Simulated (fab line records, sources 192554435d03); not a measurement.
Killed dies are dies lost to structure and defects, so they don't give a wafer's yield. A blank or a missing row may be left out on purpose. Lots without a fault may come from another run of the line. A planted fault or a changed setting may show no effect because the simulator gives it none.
A struck lot beside a sound one | flow n5_finfet | 15 steps out of a route of 1938
Sound: wafers L106.1, L106.5, L106.6. Struck: wafer L997.2. (L997.3, L997.6 of the same lot were not struck and are left out.) The cause comes at the end.
At each step with rows: each side's tool, then ch and its chambers, then its first start. Under that, the readings that differ: sound wafers | struck wafers | difference of the means | sigmas: that difference in standard deviations of wafers without a fault.
alike: readings whose means differ by less than 2 such deviations, and words and numbers that are the same on both sides. not compared: withheld readings, readings that some wafer has no value for, bounds like >300 that may hide the same value, and numbers for which the record gives no deviation and whose values overlap.
The two part at a step that has a row with sigmas, a row that says differs or no value, or rows on one side only. Numbers that don't overlap but have no deviation are shown without sigmas and don't part them. A reading that every wafer of one side lacks parts them only if that side has two wafers or more.

N5_BEOL_M2_STRIP_36: strips in N2/H2.
  sound on rie_diel-04 ch 0,1,3, day 10 22:52; struck on rie_diel-04 ch 1, day 8 12:55
  alike: bias_power_w, drypump_motor_current_A, oes_product_au, rf_vpp_V, showerhead_plenum_p_Torr, throttle_valve_pct
  not compared: rf_hours_counter_h
then, 1 step without rows for these wafers: N5_BEOL_M2_TRENCH_ETCH_37 (etches SiOC in C4F6/O2, target depth 55.555 nm, time 29.2 s).
N5_BEOL_M2_ETCH_41: etches SiCN in CH3F/O2, target depth 29.9 nm, time 52.5 s.
  sound on rie_diel-04 ch 0,1,3; struck on rie_diel-04 ch 1
  alike: CH3F_flow_sccm, drypump_motor_current_A, mfc_ar_sccm, oes_product_au, rf_vpp_V, showerhead_plenum_p_Torr, throttle_valve_pct
  not compared: rf_hours_counter_h
N5_BEOL_M2_STRIP_97: strips in N2/H2, time 10 s.
  sound on rie_diel-04 ch 0,1,3; struck on rie_diel-04 ch 1
  alike: bias_power_w, drypump_motor_current_A, oes_product_au, rf_vpp_V, showerhead_plenum_p_Torr, throttle_valve_pct
  not compared: rf_hours_counter_h
N5_BEOL_M2_OCD_MEAS_38:
  sound on ocd-01, day 10 23:04; struck on ocd-01, day 8 13:06
  alike: trench_depth_nm
then, 4 steps without rows for these wafers: N5_BEOL_M2_HM_STRIP_39 (strips TiN in peroxide tin strip, target depth 25 nm, time 158 s); N5_BEOL_M2_SRD_40 (time 30 s); N5_BEOL_M2_PRECLEAN_42 (cleans in residue remover, time 60 s); N5_BEOL_M2_SRD_43 (time 30 s).
N5_BEOL_M2_CD_MEAS_35: target cd 18 nm, target cd y 22.2 nm.
  sound on cd_sem-02, day 10 23:13; struck on cd_sem-03, day 8 13:16
  alike: cd_nm
N5_BEOL_M2_DEGAS_44: time 60 s.
  sound on pvd_sputter-01, day 10 23:33; struck on pvd_sputter-01, day 8 13:44
  alike: heater_power_w
then, 1 step without rows for these wafers: N5_BEOL_M2_PRE_CLEAN_45 (time 30 s).
N5_BEOL_M2_ALD_84: deposits TaN, pulse time 2 s, purge time 3 s, co reactant purge time 2 s.
  sound on ald_metal-04 ch 0,1,3, day 10 23:53; struck on ald_metal-02 ch 2, day 8 13:52
  reading          | sound | struck | difference | sigmas
  pulse_time_s (s) | 2 2 2 | 1.8217 | -0.1783    |
  alike: heater_power_w
N5_BEOL_M2_SURFACE_TREAT_85:
  sound on pvd_sputter-01, day 11 01:31; struck on pvd_sputter-03, day 8 14:05
  not compared: throttle_valve_pct
N5_BEOL_M4_RC_MEAS_101:
  sound on prober-02 ch 0, day 12 15:35; struck on prober-02 ch 0, day 10 07:04
  reading        | sound          | struck | difference | sigmas
  DIBL_N (mV/V)  | 35.7 35.3 37.5 | 40.4   | +4.2       | +2
  IOFF_N (nA/um) | 0.14 0.14 0.17 | 0.23   | +0.08      | +2
  alike: DIBL_P, IOFF_P, ION_N, ION_P, SS_N, SS_P, VT_N, VT_P

WHERE THEY PART
Only at N5_BEOL_M4_RC_MEAS_101, within this record.

WHY: what the simulator had put in
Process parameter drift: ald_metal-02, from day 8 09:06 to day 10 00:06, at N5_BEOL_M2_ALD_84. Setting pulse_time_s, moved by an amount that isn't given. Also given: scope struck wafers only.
